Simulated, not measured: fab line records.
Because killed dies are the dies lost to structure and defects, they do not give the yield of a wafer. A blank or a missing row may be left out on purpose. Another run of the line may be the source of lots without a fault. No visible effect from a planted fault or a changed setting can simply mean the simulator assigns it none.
fab line records	flow n5-finfet
record lots=6	wafers=18	last-day=18
route steps=1938 shown MOL_CONTACT_COAG@596 BEOL_M4@1111 PASSIVATION@1936
lots untouched by any fault: they come from a run of this same line in which no faults occurred
start-h: start of the lot's first displayed wafer, in hours after the record's first day	wait-h: how many hours have passed since the lot's step before this one	" repeats the value in the row above	L1.1+2: one row covering several wafers at once	- value missing, or start not given	* or withheld: withheld	< > ~ a bound
route shown NAME@n: a module of which the file shows steps, and the number in the route of the first	usual: the fault-free wafers' mean and standard deviation	same: alike in all rows	chamber/n: place in a boat	sites: per-site readings	_std_site: standard deviation of those values	_edge_site: inner sites' mean taken away from outer sites' mean	radius-mm: how far each site lies from the wafer's centre	mask NAME#n: copy n	behind: tool/chamber where the wafer was last shaped	hold: the reason the lot was held/the length of the hold in hours/how it ended	device: whichever transistor did not switch (one of n, p or np)	end of line: the tests these same wafers got at the end of their route	a step with no rows: only its recipe	killed: dies that structure and defects cost at the first sort, which is not the same as the wafer's yield	map: per-die view of a wafer (x killed, . not killed, _ where there is no die)
set.NAME: setting as actually run; set.NAME@STEP: the setting as run at that earlier step	model.NAME: the simulator's own value behind a step, which no gauge read
certain route steps with their lots: each step a table, each wafer a row
services: a tool's chamber out of use, with start hour (start-h, from the record's first day; less than 0 if before it), hours out, and reason
## steps
# step N5_MOL_CONTACT_COAG_COAT_34
# recipe resist=CAR-EUV	spin-rpm=1500	resist-thk-nm=40
# step N5_MOL_CONTACT_COAG_EBR_36
# recipe solvent=PGMEA	ebr-width-mm=1.5
# step N5_MOL_CONTACT_COAG_SOFTBAKE_35
# recipe temp-c=110	time-s=60	resist=CAR-EUV
# step N5_MOL_CONTACT_COAG_EXPOSE_37
# recipe mask-id=VD	na=0.33	source-shape=annular	sigma-inner=0.3	sigma-outer=0.7	polarization=unpolarized	defocus-nm=0	dose-mj=62
# step N5_MOL_CONTACT_COAG_PEB_38
# recipe peb-temp-c=100	peb-time-s=60	resist=CAR-EUV
# step N5_MOL_CONTACT_COAG_DEVELOP_39
# recipe develop-time-s=30	developer=TMAH	resist=CAR-EUV	rinse-liquid=surfactant-rinse	dry=air-spin	dev-temp-c=23
# step N5_MOL_CONTACT_COAG_CD_MEAS_40
# recipe target-cd-nm=25.1	landing-energy-ev=500	detector=se-inlens	polarity=opening
# usual cd-nm=25.12/0.22
lot.wafer	tool	chamber	start-h	wait-h	cd-nm
L909.1	cd-sem-03	0	101.84	-	25.27
L909.2	"	0	"	"	25.21
L909.6	"	0	"	"	25.33
L913.3	cd-sem-01	0	132.10	-	25.06
L913.4	"	0	"	"	24.79
L913.6	"	0	"	"	24.86
L915.3	cd-sem-02	0	143.85	-	24.96
L915.5	"	0	"	"	25.12
L915.6	"	0	"	"	24.91
L922.3	cd-sem-03	0	181.11	-	24.81
L922.4	"	0	"	"	25.23
L922.6	"	0	"	"	25.58
L930.1	cd-sem-01	0	230.22	-	24.82
L930.4	"	0	"	"	24.91
L930.6	"	0	"	"	25.36
L932.2	cd-sem-02	0	242.04	-	25.00
L932.3	"	0	"	"	24.95
L932.5	"	0	"	"	25.03
# step N5_MOL_CONTACT_COAG_OVL_MEAS_41
# recipe points-per-wafer=522
# usual VD_OVL=0.2/0.82
lot.wafer	tool	chamber	start-h	wait-h	VD_OVL[nm]
L909.1	overlay-02	0	101.87	0.0	-1.0
L909.2	"	0	"	"	0.6
L909.6	"	0	"	"	0.1
L913.3	overlay-01	0	132.14	0.0	1.2
L913.4	"	0	"	"	0.1
L913.6	"	0	"	"	1.3
L915.3	overlay-01	0	143.89	0.0	1.0
L915.5	"	0	"	"	-0.1
L915.6	"	0	"	"	0.3
L922.3	overlay-01	0	181.15	0.0	0.3
L922.4	"	0	"	"	-0.3
L922.6	"	0	"	"	-0.4
L930.1	overlay-01	0	230.25	0.0	-0.5
L930.4	"	0	"	"	0.4
L930.6	"	0	"	"	-0.1
L932.2	overlay-02	0	242.07	0.0	0.7
L932.3	"	0	"	"	0.3
L932.5	"	0	"	"	0.9
# step N5_MOL_CONTACT_COAG_INSPECT_42
# recipe mode=adi	inspect-instrument=brightfield
# usual raw-defect-count=204/50
lot.wafer	tool	chamber	start-h	wait-h	raw-defect-count
L909.1	defect-inspect-01	-	101.93	0.1	208
L909.2	"	-	"	"	218
L909.6	"	-	"	"	166
L913.3	defect-inspect-02	-	132.19	0.0	187
L913.4	"	-	"	"	151
L913.6	"	-	"	"	166
L915.3	defect-inspect-02	-	143.93	0.0	183
L915.5	"	-	"	"	162
L915.6	"	-	"	"	168
L922.3	defect-inspect-01	-	181.19	0.0	317
L922.4	"	-	"	"	307
L922.6	"	-	"	"	208
L930.1	defect-inspect-02	-	230.31	0.1	183
L930.4	"	-	"	"	232
L930.6	"	-	"	"	262
L932.2	defect-inspect-02	-	242.12	0.0	155
L932.3	"	-	"	"	200
L932.5	"	-	"	"	326
# step N5_MOL_CONTACT_COAG_DESCUM_45
# recipe chemistry=O2	time-s=7	source-power-w=50	bias-power-w=20	pressure-mtorr=20	rf-frequency-hz=2.712e+07	temp-c=40	resist=CAR-EUV	o2-flow-sccm=225
# usual chamber-pressure-mTorr=20.001/0.016	drypump-motor-current-A=5.9/0.34	oes-product-au=0.80/0.098	rf-vpp-V=243.0/1.6	showerhead-plenum-p-Torr=2.08/0.095	throttle-valve-pct=20.47/0.22
lot.wafer	tool	chamber	start-h	wait-h	chamber-pressure-mTorr	drypump-motor-current-A	oes-product-au	rf-hours-counter-h	rf-vpp-V	showerhead-plenum-p-Torr	throttle-valve-pct
L909.1	rie-diel-03	0	102.01	0.1	19.983	5.6	0.72	189	244.7	2.09	20.36
L909.2	"	3	"	"	20.007	6.2	0.80	83	245.1	2.20	20.58
L909.6	"	2	"	"	20.005	6.1	0.78	-	239.6	1.93	20.63
L913.3	rie-diel-06	1	132.45	0.3	19.982	5.3	0.95	11	245.1	2.23	20.20
L913.4	"	3	"	"	20.000	6.4	0.69	-	241.8	2.06	20.58
L913.6	"	2	"	"	19.990	6.3	0.69	-	242.8	2.07	20.58
L915.3	rie-diel-06	2	144.10	0.2	20.002	6.3	0.70	241	242.1	2.07	20.59
L915.5	"	1	"	"	20.044	5.4	0.94	-	245.1	2.23	20.18
L915.6	"	0	"	"	20.010	5.8	0.84	-	242.0	2.03	20.29
L922.3	rie-diel-06	1	181.23	0.0	19.974	5.4	0.89	40	243.5	2.22	20.23
L922.4	"	2	"	"	20.004	6.3	1.00	5	243.0	2.06	20.24
L922.6	"	0	"	"	20.014	5.8	0.81	-	242.1	2.02	20.31
L930.1	rie-diel-06	0	230.48	0.2	20.013	5.8	0.79	124	242.9	2.02	20.33
L930.4	"	1	"	"	20.037	5.4	0.87	57	244.8	2.21	20.26
L930.6	"	0	"	"	20.017	5.7	0.79	-	239.8	2.02	20.33
L932.2	rie-diel-06	0	242.16	0.0	20.006	5.8	0.79	128	240.8	2.02	20.32
L932.3	"	2	"	"	19.971	6.3	0.93	26	242.1	2.05	20.25
L932.5	"	0	"	"	20.013	5.8	0.79	-	242.1	2.02	20.33
# step N5_MOL_CONTACT_COAG_ETCH_65
# recipe chemistry=N2/H2	target=underlayer	target-depth-a=130	mask-material=CAR-EUV	time-s=10.4	ion-energy-ev=200	pressure-mtorr=30	source-w=840	bias-w=150	n2-flow-sccm=200	h2-flow-sccm=200	ends=cleared
# usual chamber-pressure-mTorr=30.001/0.027	drypump-motor-current-A=5.9/0.34	etch-rf-on-time-s=10.41/0.16	oes-product-au=0.68/0.082	rf-vpp-V=524/3.5	showerhead-plenum-p-Torr=2.53/0.12	throttle-valve-pct=17.92/0.22
lot.wafer	tool	chamber	start-h	wait-h	chamber-pressure-mTorr	drypump-motor-current-A	etch-rf-on-time-s	oes-product-au	rf-hours-counter-h	rf-vpp-V	showerhead-plenum-p-Torr	throttle-valve-pct
L909.1	rie-diel-03	0	102.04	0.0	29.972	5.6	10.34	0.63	189	522	2.53	17.73
L909.2	"	3	"	"	29.952	6.2	10.23	0.69	83	528	2.68	18.01
L909.6	"	2	"	"	30.041	6.2	10.40	0.66	-	517	2.35	18.03
L913.3	rie-diel-06	1	132.49	0.0	29.983	5.3	10.09	0.81	11	529	2.71	17.75
L913.4	"	3	"	"	29.983	6.5	10.25	0.59	-	521	2.51	18.08
L913.6	"	2	"	"	29.986	6.3	10.43	0.59	-	522	2.51	18.05
L915.3	rie-diel-06	2	144.13	0.0	30.067	6.3	10.35	0.59	241	523	2.51	18.06
L915.5	"	1	"	"	29.980	5.3	10.05	0.80	-	529	2.71	17.77
L915.6	"	0	"	"	30.018	5.8	10.53	0.71	-	520	2.46	17.69
L922.3	rie-diel-06	1	181.26	0.0	29.972	5.4	10.09	0.75	40	528	2.70	17.81
L922.4	"	2	"	"	30.043	6.3	10.18	0.85	5	523	2.50	17.66
L922.6	"	0	"	"	29.972	5.8	10.45	0.69	-	521	2.45	17.72
L930.1	rie-diel-06	0	230.52	0.0	29.983	5.8	10.64	0.66	124	522	2.45	17.74
L930.4	"	1	"	"	30.026	5.4	10.24	0.73	57	527	2.69	17.83
L930.6	"	0	"	"	29.972	5.8	10.59	0.67	-	522	2.45	17.74
L932.2	rie-diel-06	0	242.19	0.0	30.001	5.8	10.46	0.67	128	521	2.44	17.74
L932.3	"	2	"	"	29.980	6.3	10.29	0.78	26	523	2.49	17.69
L932.5	"	0	"	"	30.025	5.8	10.45	0.67	-	522	2.45	17.74
# step N5_MOL_CONTACT_COAG_ETCH_66
# recipe chemistry=CF4	target=SiARC	target-depth-a=130	mask-material=CAR-EUV	time-s=21.7	ion-energy-ev=80	pressure-mtorr=40	source-w=545	bias-w=36	Ar_flow_sccm=100	cf4-flow-sccm=100	ends=cleared
# usual cf4-flow-sccm=99.99/0.27	chamber-pressure-mTorr=40.01/0.037	drypump-motor-current-A=5.9/0.35	etch-rf-on-time-s=21.6/0.34	oes-product-au=0.68/0.084	rf-vpp-V=183.9/1.4	showerhead-plenum-p-Torr=2.13/0.094	throttle-valve-pct=15.65/0.23
lot.wafer	tool	chamber	start-h	wait-h	cf4-flow-sccm	chamber-pressure-mTorr	drypump-motor-current-A	etch-rf-on-time-s	oes-product-au	rf-hours-counter-h	rf-vpp-V	showerhead-plenum-p-Torr	throttle-valve-pct
L909.1	rie-diel-03	0	102.06	0.0	100.01	40.00	5.5	21.4	0.63	189	183.3	2.13	15.53
L909.2	"	3	"	"	100.24	39.95	6.1	21.5	0.69	83	184.3	2.26	15.79
L909.6	"	2	"	"	100.46	40.00	6.1	21.8	0.66	-	182.0	1.99	15.79
L913.3	rie-diel-06	1	132.51	0.0	99.66	39.99	5.3	20.8	0.81	11	186.3	2.27	15.35
L913.4	"	3	"	"	99.87	39.99	6.4	21.6	0.58	-	182.3	2.11	15.78
L913.6	"	2	"	"	100.20	40.02	6.3	21.6	0.60	-	184.3	2.11	15.77
L915.3	rie-diel-06	2	144.15	0.0	100.24	39.96	6.3	21.6	0.59	241	183.6	2.11	15.80
L915.5	"	1	"	"	99.98	39.98	5.4	20.7	0.80	-	187.4	2.27	15.37
L915.6	"	0	"	"	99.96	40.03	5.8	21.7	0.72	-	182.4	2.08	15.44
L922.3	rie-diel-06	1	181.28	0.0	100.35	40.03	5.4	21.1	0.77	40	186.2	2.26	15.40
L922.4	"	2	"	"	99.95	40.00	6.3	21.2	0.85	5	183.8	2.10	15.33
L922.6	"	0	"	"	99.90	40.05	5.8	21.8	0.69	-	182.5	2.07	15.48
L930.1	rie-diel-06	0	230.54	0.0	99.83	39.98	5.8	21.8	0.68	124	184.2	2.07	15.52
L930.4	"	1	"	"	99.85	39.95	5.4	21.1	0.74	57	185.7	2.26	15.43
L930.6	"	0	"	"	99.94	40.04	5.8	21.9	0.67	-	182.1	2.07	15.53
L932.2	rie-diel-06	0	242.21	0.0	100.50	40.02	5.8	21.5	0.68	128	182.1	2.07	15.52
L932.3	"	2	"	"	99.84	40.00	6.3	21.0	0.80	26	184.6	2.10	15.36
L932.5	"	0	"	"	99.98	40.01	5.8	21.6	0.68	-	182.6	2.06	15.52
# step N5_MOL_CONTACT_COAG_ALD_133
# recipe material=SiO2	target-thk-a=50	temp-c=100	ald-precursor-family=BDEAS	ald-co-reactant=O2-plasma	pulse-time-s=1	co-reactant-pulse-time-s=1	purge-time-s=2	co-reactant-purge-time-s=2	ald-cycles=35	pressure-torr=2
# usual heater-power-w=80/10	precursor-pulse-height-rel=0.999/0.019	susceptor-temp-C=99.99/0.14
# same co-reactant-purge-time-s=2
lot.wafer	tool	chamber	start-h	wait-h	heater-power-w	precursor-pulse-height-rel	susceptor-temp-C
L909.1	ald-sin-02	3	102.15	0.1	81	1.010	99.93
L909.2	"	2	"	"	82	1.004	100.00
L909.6	"	3	"	"	78	0.981	99.94
L913.3	ald-sin-01	3	132.88	0.3	62	0.977	91.26
L913.4	"	1	"	"	51	0.970	91.12
L913.6	"	3	"	"	61	1.016	91.11
L915.3	ald-sin-01	3	144.30	0.1	63	1.022	91.04
L915.5	"	2	"	"	65	1.014	91.26
L915.6	"	3	"	"	61	0.967	91.05
L922.3	ald-sin-04	3	181.36	0.1	79	1.002	100.22
L922.4	"	1	"	"	70	1.025	100.02
L922.6	"	1	"	"	70	0.986	100.16
L930.1	ald-sin-02	3	230.81	0.2	81	1.008	99.95
L930.4	"	1	"	"	78	0.996	99.82
L930.6	"	1	"	"	77	1.000	99.99
L932.2	ald-sin-01	2	242.29	0.1	80	1.017	99.91
L932.3	"	3	"	"	76	1.027	99.70
L932.5	"	2	"	"	83	1.028	99.65
# step N5_MOL_CONTACT_COAG_ETCHBACK_134
# recipe chemistry=CHF3	target=SiO2	target-depth-a=100	time-s=6.7	ion-energy-ev=200	pressure-mtorr=30	source-w=610	bias-w=170	Ar_flow_sccm=200	CHF3_flow_sccm=50
# usual chamber-pressure-mTorr=30.000/0.025	drypump-motor-current-A=5.8/0.35	oes_f_703_au=0.81/0.099	oes-product-au=0.80/0.1	rf-vpp-V=522/5	showerhead-plenum-p-Torr=2.37/0.11	throttle-valve-pct=18.73/0.26
lot.wafer	tool	chamber	start-h	wait-h	chamber-pressure-mTorr	drypump-motor-current-A	oes_f_703_au	oes-product-au	rf-hours-counter-h	rf-vpp-V	showerhead-plenum-p-Torr	throttle-valve-pct
L909.1	rie-diel-03	2	102.50	0.3	29.982	6.1	0.76	0.77	135	524	2.21	18.95
L909.2	"	3	"	"	29.994	6.2	0.81	0.79	83	527	2.52	18.97
L909.6	"	2	"	"	29.990	6.1	0.77	0.77	-	522	2.21	18.95
L913.3	rie-diel-05	0	133.06	0.1	30.015	5.3	0.72	0.72	215	519	2.27	19.24
L913.4	"	3	"	"	30.001	5.8	0.70	0.69	248	520	2.25	18.78
L913.6	"	2	"	"	29.990	5.4	1.01	0.99	-	523	2.53	18.44
L915.3	rie-diel-06	0	144.62	0.2	30.000	5.8	0.83	0.83	85	513	2.30	18.52
L915.5	"	1	"	"	29.982	5.3	0.94	0.92	-	523	2.52	18.48
L915.6	"	0	"	"	29.993	5.8	0.83	0.83	-	513	2.30	18.51
L922.3	rie-diel-06	0	181.54	0.1	30.023	5.8	0.81	0.81	107	512	2.29	18.55
L922.4	"	3	"	"	29.992	6.4	0.90	0.92	17	530	2.34	18.48
L922.6	"	0	"	"	30.055	5.8	0.81	0.81	-	512	2.29	18.55
L930.1	rie-diel-03	3	231.03	0.1	29.966	6.2	0.76	0.77	128	528	2.50	19.04
L930.4	"	1	"	"	30.046	5.9	0.90	0.89	32	524	2.43	18.95
L930.6	"	0	"	"	30.019	5.6	0.70	0.68	-	517	2.34	18.69
L932.2	rie-diel-05	3	242.50	0.1	30.015	5.8	0.93	0.93	14	528	2.54	18.39
L932.3	"	2	"	"	30.008	5.4	0.92	0.92	23	524	2.52	18.49
L932.5	"	2	"	"	30.031	5.4	0.92	0.91	-	524	2.52	18.48
# step N5_BEOL_M4_RC_MEAS_101
# usual DIBL_N=35.9/1.3	DIBL_P=36.3/1.5	IOFF_N=0.153/0.023	IOFF_P=0.208/0.028	ION_N=672/9.7	ION_P=462/6.6	SS_N=71.5/0.53	SS_P=73.3/0.59	VT_N=250.4/2.7	VT_P=-250.5/3
lot.wafer	tool	chamber	start-h	wait-h	DIBL_N[mV/V]	DIBL_P[mV/V]	IOFF_N[nA/um]	IOFF_P[nA/um]	ION_N[uA/um]	ION_P[uA/um]	SS_N[mV/dec]	SS_P[mV/dec]	VT_N[mV]	VT_P[mV]
L909.1	prober-02	0	168.53	0.0	37.6	37.8	0.175	0.210	679	461	72.5	73.6	250.4	-252.5
L909.2	"	0	"	"	35.6	35.2	0.138	0.171	665	453	71.6	72.5	253.6	-256.7
L909.6	"	0	"	"	35.8	35.7	0.143	0.176	680	459	70.7	72.7	250.8	-255.9
L913.3	prober-02	0	204.14	0.3	36.1	35.4	0.151	0.197	676	461	71.9	72.7	251.9	-251.2
L913.4	"	0	"	"	35.4	34.3	0.138	0.179	673	456	71.6	72.0	252.6	-251.9
L913.6	"	0	"	"	36.4	35.9	0.154	0.201	677	465	71.6	73.1	249.5	-251.9
L915.3	prober-01	0	223.31	0.3	36.6	35.9	0.155	0.214	669	459	72.1	73.2	248.1	-249.8
L915.5	"	0	"	"	36.7	36.9	0.171	0.230	677	467	72.6	73.8	249.9	-249.7
L915.6	"	0	"	"	36.9	37.0	0.174	0.235	682	472	71.8	73.8	248.4	-250.1
L922.3	prober-02	0	275.10	0.3	35.8	36.4	0.141	0.198	665	460	72.2	73.2	250.4	-249.7
L922.4	"	0	"	"	36.5	36.8	0.147	0.204	666	458	71.8	73.8	251.5	-252.5
L922.6	"	0	"	"	37.0	37.2	0.146	0.203	671	460	71.6	72.7	252.6	-251.7
L930.1	prober-02	0	313.17	0.0	36.0	37.0	0.158	0.206	682	463	71.5	73.6	249.5	-248.8
L930.4	"	0	"	"	36.5	37.6	0.170	0.213	671	457	72.0	74.4	249.0	-249.0
L930.6	"	0	"	"	35.9	36.4	0.157	0.202	674	462	71.7	73.3	247.9	-253.1
L932.2	prober-02	0	336.56	0.2	37.9	37.7	0.182	0.238	683	473	71.5	73.2	245.8	-247.1
L932.3	"	0	"	"	36.0	36.0	0.151	0.204	684	464	70.7	72.9	247.6	-249.7
L932.5	"	0	"	"	35.7	35.8	0.147	0.208	686	468	71.6	72.5	248.5	-248.9
# step N5_PASSIVATION_PROBE_49
# usual defect-limited-yield=91.1/1.5	killed_at_M0_to_M3=35/9.5	killed_at_M4_up=13/5.2	killed-at-contacts=12/6.1	killed-at-front-end=41/14	killed-at-other=3.8/2.9	killed-dies=105/17	killed-on-rim=13/4.1	killed-open=70/13	killed-short=33/8.4	sort_bin_5_function=5.1/0.97	sort_bin_6_memory=3.4/0.69	sort-n-pass=1075/17	sort-yield-pct=91.1/1.5
# same gross-dies=1180	killed-at-back-side=0	sort_bin_4_leakage[%]=0	sort_bin_8_speed[%]=0
lot.wafer	tool	chamber	start-h	wait-h	defect-limited-yield[%]	killed_at_M0_to_M3	killed_at_M4_up	killed-at-contacts	killed-at-front-end	killed-at-other	killed-dies	killed-on-rim	killed-open	killed-short	sort_bin_5_function[%]	sort_bin_6_memory[%]	sort-n-pass	sort-yield-pct[%]
L913.3	prober-01	-	316.14	0.1	90.9	44	15	12	31	5	107	11	73	32	4.7	4.1	1073	90.9
L913.4	prober-01	-	316.19	0.2	91.4	36	11	7	37	10	101	18	57	43	4.7	3.4	1079	91.4
L913.6	prober-01	-	316.29	0.3	89.7	56	19	12	31	3	121	16	89	31	6.2	3.9	1059	89.7
L915.3	prober-01	-	333.61	0.1	92.0	22	16	14	39	3	94	8	58	36	5.1	2.7	1086	92.0
L915.5	prober-01	-	333.71	0.2	91.5	33	6	19	39	3	100	16	65	35	4.9	3.1	1080	91.5
L915.6	prober-01	-	333.76	0.3	92.3	29	10	10	40	2	91	9	58	33	4.0	3.4	1089	92.3
L922.3	prober-01	-	374.07	0.1	89.1	32	11	19	63	4	129	25	82	41	6.7	3.7	1051	89.1
L922.4	prober-01	-	374.12	0.2	90.3	33	8	9	55	9	114	19	73	40	5.3	4.0	1066	90.3
L922.6	prober-01	-	374.22	0.3	88.5	39	17	19	58	3	136	18	80	51	6.3	4.8	1044	88.5
# killed by level:class
L913.3 BEOL_M1:geometric-particle:open=14 MOL_CONTACT_COAG:geometric-particle:open=9 BEOL_M0_SAQP:geometric-particle:open=8 FIN_SAQP:geometric-particle:open=7 BEOL_M0_SAQP:geometric-particle:short=7 BEOL_M4:geometric-particle:open=6 BEOL_M0:geometric-particle:open=5 BEOL_M1:geometric-particle:short=5
L913.4 FIN_SAQP:geometric-particle:open=13 FIN_SAQP:geometric-particle:short=11 BEOL_M0_SAQP:geometric-particle:short=10 BEOL_M0_SAQP:geometric-particle:open=8 MOL_CONTACT_COAG:geometric-particle:open=7 MIM_TOP:geometric-particle:short=7 BEOL_M0:geometric-particle:open=6 BEOL_M2:geometric-particle:open=4
L913.6 BEOL_M0:geometric-particle:open=17 BEOL_M0_SAQP:geometric-particle:open=14 MOL_CONTACT_COAG:geometric-particle:open=12 BEOL_M4:geometric-particle:open=12 BEOL_M0_SAQP:geometric-particle:short=11 FIN_SAQP:geometric-particle:short=6 BEOL_M3:geometric-particle:open=6 FIN_SAQP:geometric-particle:open=5
L915.3 MOL_CONTACT_COAG:geometric-particle:open=11 STI_FIN_REVEAL:geometric-particle:open=10 GATE_CUT:geometric-particle:short=8 BEOL_M1:geometric-particle:open=7 BEOL_M0_SAQP:geometric-particle:short=5 FIN_SAQP:geometric-particle:short=4 STI_FIN_REVEAL:geometric-particle:short=4 BEOL_M3:geometric-particle:open=4
L915.5 MOL_CONTACT_COAG:geometric-particle:open=13 FIN_SAQP:geometric-particle:open=11 FIN_SAQP:geometric-particle:short=9 BEOL_M2:geometric-particle:open=8 GATE_CUT:geometric-particle:open=6 MOL_CONTACT_COAG:geometric-particle:short=6 BEOL_M1:geometric-particle:open=6 BEOL_M3:geometric-particle:open=6
L915.6 FIN_SAQP:geometric-particle:open=13 MOL_CONTACT_COAG:geometric-particle:open=9 BEOL_M0_SAQP:geometric-particle:short=7 BEOL_M3:geometric-particle:open=7 FIN_SAQP:geometric-particle:short=5 BEOL_M1:geometric-particle:open=5 BEOL_M4:geometric-particle:open=5 GATE_CUT:geometric-particle:open=4
L922.3 MOL_CONTACT_COAG:geometric-particle:open=17 STI_FIN_REVEAL:geometric-particle:open=14 BEOL_M3:geometric-particle:open=10 GATE_CUT:geometric-particle:open=8 FIN_SAQP:geometric-particle:short=7 GATE_CUT:geometric-particle:short=7 DUMMY_GATE:geometric-particle:open=5 ILD0:geometric-particle:short=5
L922.4 STI_FIN_REVEAL:geometric-particle:open=10 GATE_CUT:geometric-particle:short=10 FIN_SAQP:geometric-particle:open=8 MOL_CONTACT_COAG:geometric-particle:open=8 BEOL_M3:geometric-particle:short=8 BEOL_M3:geometric-particle:open=7 FIN_SAQP:geometric-particle:short=6 GATE_CUT:geometric-particle:open=6
L922.6 MOL_CONTACT_COAG:geometric-particle:open=17 BEOL_M3:geometric-particle:open=10 STI_FIN_REVEAL:geometric-particle:open=9 BEOL_M3:geometric-particle:short=9 FIN_SAQP:geometric-particle:short=8 GATE_CUT:geometric-particle:short=6 FIN_SAQP:geometric-particle:open=5 STARTING-WAFER:geometric-particle:short=5
## services
tool	chamber	start-h	hours	kind
ald-sin-02	-	78.45	1.6	repair
ald-sin-02	-	85.25	14.0	pm
rie-diel-06	1	87.45	-	clean
rie-diel-06	1	87.45	-	consumable-replace:focus-ring
rie-diel-06	1	87.45	-	consumable-replace:showerhead
rie-diel-06	1	87.45	24.6	scheduled-down
rie-diel-06	1	87.45	24.6	vent-cycle
rie-diel-05	-	117.79	14.6	pm
ald-sin-04	3	121.37	8.2	repair
rie-diel-06	0	131.83	6.3	repair
ald-sin-01	2	132.12	6.5	repair
ald-sin-04	0	133.24	22.3	repair
rie-diel-06	3	142.93	-	clean
rie-diel-06	3	142.93	-	consumable-replace:focus-ring
rie-diel-06	3	142.93	10.0	scheduled-down
rie-diel-06	3	142.93	10.0	vent-cycle
rie-diel-05	-	143.02	12.1	repair
ald-sin-01	0	149.81	5.6	repair
rie-diel-06	2	158.69	-	clean
rie-diel-06	2	158.69	-	consumable-replace:focus-ring
rie-diel-03	0	160.20	1.9	repair
rie-diel-05	2	178.77	4.2	repair
ald-sin-01	3	207.01	1.9	repair
rie-diel-06	3	240.11	5.5	repair
## key
first-sign step=N5_MOL_CONTACT_COAG_ALD_133	reading=susceptor-temp-C	direction=down	sigmas=63	usual=*	struck=*
effect step=N5_MOL_CONTACT_COAG_ALD_133	reading=heater-power-w	direction=down	sigmas=1.9	usual=*	struck=*
met-at N5_MOL_CONTACT_COAG_ALD_133
struck-wafers L913.3,L913.4,L913.6,L915.3,L915.5,L915.6
fault kind=process-parameter-drift	tool=ald-sin-01	chamber=-	onset-h=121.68	steps=N5_MOL_CONTACT_COAG_ALD_133	channel=temp-c	offset=*	shape=step	end-h=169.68	acts-in=*	stated=*
